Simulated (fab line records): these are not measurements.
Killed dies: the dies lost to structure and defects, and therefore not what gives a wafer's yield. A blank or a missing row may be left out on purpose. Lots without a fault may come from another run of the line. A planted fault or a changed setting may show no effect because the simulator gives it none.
Split-lot study || flow n5-finfet || route with 1938 steps; 7 lots, 21 wafers read

## THE SPLIT
At N5_BEOL_M8_ETCH_65 (etches SiARC in CF4, target depth 15.6 nm, time 26 s), the setting source-w was moved away from the recipe's 545 W on 7 of the 21 wafers read, by -14.5% to +15.6%. The other wafers ran this setting at the recipe's value.

The reading comes from the split's own step.

## THE READING
rf-vpp-V, in V, at N5_BEOL_M8_ETCH_65 (etches SiARC in CF4, target depth 15.6 nm, time 26 s). Typical for fault-free wafers on this fab line: 184.0 V, with standard deviation 1.3 V.

{"wafer": "L079.1", "tool, chamber at the split": "rie-diel-03, 2", "source-w as run, W": 545, "against the recipe": "recipe", "rf-vpp-V, V": 182.2, "against lot-mates on the recipe": "-"}
{"wafer": "L079.2", "tool, chamber at the split": "rie-diel-03, 0", "source-w as run, W": 545, "against the recipe": "recipe", "rf-vpp-V, V": 183.9, "against lot-mates on the recipe": "-"}
{"wafer": "L079.6", "tool, chamber at the split": "rie-diel-03, 0", "source-w as run, W": 545, "against the recipe": "recipe", "rf-vpp-V, V": 183.8, "against lot-mates on the recipe": "-"}
{"wafer": "L078.1", "tool, chamber at the split": "rie-diel-06, 1", "source-w as run, W": 465.8, "against the recipe": "-14.5%", "rf-vpp-V, V": 194.6, "against lot-mates on the recipe": "+9.8"}
{"wafer": "L078.4", "tool, chamber at the split": "rie-diel-06, 0", "source-w as run, W": 545, "against the recipe": "recipe", "rf-vpp-V, V": 185.7, "against lot-mates on the recipe": "-"}
{"wafer": "L078.5", "tool, chamber at the split": "rie-diel-06, 0", "source-w as run, W": 545, "against the recipe": "recipe", "rf-vpp-V, V": 184.0, "against lot-mates on the recipe": "-"}
{"wafer": "L080.1", "tool, chamber at the split": "rie-diel-03, 1", "source-w as run, W": 545, "against the recipe": "recipe", "rf-vpp-V, V": 184.8, "against lot-mates on the recipe": "-"}
{"wafer": "L080.2", "tool, chamber at the split": "rie-diel-03, 0", "source-w as run, W": 545, "against the recipe": "recipe", "rf-vpp-V, V": 184.9, "against lot-mates on the recipe": "-"}
{"wafer": "L080.3", "tool, chamber at the split": "rie-diel-03, 2", "source-w as run, W": 545, "against the recipe": "recipe", "rf-vpp-V, V": 183.0, "against lot-mates on the recipe": "-"}
{"wafer": "L082.2", "tool, chamber at the split": "rie-diel-03, 1", "source-w as run, W": 545, "against the recipe": "recipe", "rf-vpp-V, V": 184.4, "against lot-mates on the recipe": "-"}
{"wafer": "L082.4", "tool, chamber at the split": "rie-diel-03, 3", "source-w as run, W": 545, "against the recipe": "recipe", "rf-vpp-V, V": 185.2, "against lot-mates on the recipe": "-"}
{"wafer": "L082.6", "tool, chamber at the split": "rie-diel-03, 1", "source-w as run, W": 545, "against the recipe": "recipe", "rf-vpp-V, V": 183.2, "against lot-mates on the recipe": "-"}
{"wafer": "L083.1", "tool, chamber at the split": "rie-diel-06, 3", "source-w as run, W": 479.7, "against the recipe": "-12.0%", "rf-vpp-V, V": 191.7, "against lot-mates on the recipe": "+9.0"}
{"wafer": "L083.5", "tool, chamber at the split": "rie-diel-06, 2", "source-w as run, W": 545, "against the recipe": "recipe", "rf-vpp-V, V": 182.7, "against lot-mates on the recipe": "-"}
{"wafer": "L083.6", "tool, chamber at the split": "rie-diel-06, 0", "source-w as run, W": 479.7, "against the recipe": "-12.0%", "rf-vpp-V, V": 193.0, "against lot-mates on the recipe": "+10.3"}
{"wafer": "L085.4", "tool, chamber at the split": "rie-diel-01, 2", "source-w as run, W": 629.8, "against the recipe": "+15.6%", "rf-vpp-V, V": 176.4, "against lot-mates on the recipe": -6.5}
{"wafer": "L085.5", "tool, chamber at the split": "rie-diel-01, 0", "source-w as run, W": 545, "against the recipe": "recipe", "rf-vpp-V, V": 182.9, "against lot-mates on the recipe": "-"}
{"wafer": "L085.6", "tool, chamber at the split": "rie-diel-01, 1", "source-w as run, W": 629.8, "against the recipe": "+15.6%", "rf-vpp-V, V": 174.8, "against lot-mates on the recipe": -8.1}
{"wafer": "L097.2", "tool, chamber at the split": "rie-diel-01, 3", "source-w as run, W": 480.1, "against the recipe": "-11.9%", "rf-vpp-V, V": 194.5, "against lot-mates on the recipe": "+8.4"}
{"wafer": "L097.3", "tool, chamber at the split": "rie-diel-01, 1", "source-w as run, W": 480.1, "against the recipe": "-11.9%", "rf-vpp-V, V": 191.4, "against lot-mates on the recipe": "+5.3"}
{"wafer": "L097.5", "tool, chamber at the split": "rie-diel-01, 3", "source-w as run, W": 545, "against the recipe": "recipe", "rf-vpp-V, V": 186.1, "against lot-mates on the recipe": "-"}

THE FIT
A straight line over all 21 wafers: rf-vpp-V changes by -0.644 V for each +1% of source-w; r = -0.97; the points scatter about the line by 1.3 V.
The same after taking each lot's own level away (the mean of its wafers on the recipe; 21 wafers): -0.591 V for each +1%; r = -0.96; scatter 1.3 V.
On that fit, the largest move of source-w shifts the reading by 9.2 V.
The span of the lots' own levels, 182.70 to 186.10 V, comes to 2.6 times the standard deviation stated above.
The two slopes agree, so the slope changes little with the lot-to-lot level.
Check: -9.64 V against its lot-mates is what the line predicts for one of the wafers moved furthest among these (+15.6%) when that wafer is left out of the fit. It came out at -6.5 V against them.
Tool readings at the split's step, against how far the setting was moved: etch-rf-on-time-s r = -0.95; rf-vpp-V r = -0.97.

## THESE WAFERS: OTHER SPLITS
These wafers also went through other splits before the reading. Each is held against what the fit with the lots' levels taken away leaves over:
{"other split on the same wafers": "N5_BEOL_M6_COAT_63 spin-rpm", "wafers away from the commonest value": 9, "r with rf-vpp-V (lot level and that fit taken away)": -0.14}
{"other split on the same wafers": "N5_BEOL_M6_COAT_22 spin-rpm", "wafers away from the commonest value": 5, "r with rf-vpp-V (lot level and that fit taken away)": "+0.14"}
{"other split on the same wafers": "N5_BEOL_M6_VIA_ETCH_34 time-s", "wafers away from the commonest value": 5, "r with rf-vpp-V (lot level and that fit taken away)": -0.16}
{"other split on the same wafers": "N5_BEOL_M6_TRENCH_ETCH_37 source-w", "wafers away from the commonest value": 12, "r with rf-vpp-V (lot level and that fit taken away)": -0.32}

## THE WHOLE CHAIN: every reading that the file lists as answering this split, in the file's order
{"step": "N5_BEOL_M8_ETCH_65", "what it does": "etches SiARC in CF4, target depth 15.6 nm, time 26 s", "reading": "etch-rf-on-time-s", "change (the file's fit)": "withheld for each +1% of the setting", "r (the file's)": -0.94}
{"step": "N5_BEOL_M8_ETCH_65", "what it does": "etches SiARC in CF4, target depth 15.6 nm, time 26 s", "reading": "rf-vpp-V", "change (the file's fit)": "-0.615 V for each +1% of the setting", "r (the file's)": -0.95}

## FILE'S OWN FIT
rf-vpp-V changes by -0.615 V for each +1% of source-w, r = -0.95.
